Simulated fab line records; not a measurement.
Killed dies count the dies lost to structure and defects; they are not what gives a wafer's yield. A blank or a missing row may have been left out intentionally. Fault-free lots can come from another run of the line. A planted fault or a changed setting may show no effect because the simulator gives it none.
Matching of chambers -- flow nand_harc -- NHARC_A_CONTACT_ETCH_102 on rie_diel-03: 4 sister chambers
The step etches the open film in CF4/O2, target depth 100 nm, overetch 10 nm, time 55 s. 4 wafers are shown with their chamber, then 8 later ones without.

WAFERS, EACH WITH ITS CHAMBER
wafer,chamber,drypump_motor_current_A (A)
L079.1,1,6.4
L086.5,0,5.5
L090.2,2,5.7
L089.2,3,5.6

WAFERS WITH NO CHAMBER GIVEN
wafer,drypump_motor_current_A (A)
L089.3,5.7
L089.5,6.3
L093.1,6.3
L093.2,5.7
L093.3,5.5
L095.3,5.7
L095.4,5.5
L095.6,5.6

WHICH CHAMBER EACH WENT THROUGH
wafer,from the rows above,in truth
L089.3,2,2
L089.5,1,1
L093.1,1,1
L093.2,2,2
L093.3,can't be placed: 0 or 3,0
L095.3,2,2
L095.4,can't be placed: 0 or 3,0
L095.6,can't be placed: 3 or 0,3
Placed correctly: 5 of 8. Unplaceable from these rows: 3, with the true chamber sitting among the candidates in 3. Wrongly placed: 0.
How it was worked out, from the rows above alone: a wafer's distance from a chamber is the root of the sum, over the readings, of the square of ((its reading less the chamber's mean) divided by the reading's scatter). If the next closest chamber is less than 2 further off than the closest, the wafer can't be placed; otherwise it belongs to the closest. For every chamber, the mean is computed from those of its wafers that are shown. The scatter: with one shown wafer a chamber, the root of the mean of the squares of how far each hidden wafer lies from its nearest shown one.
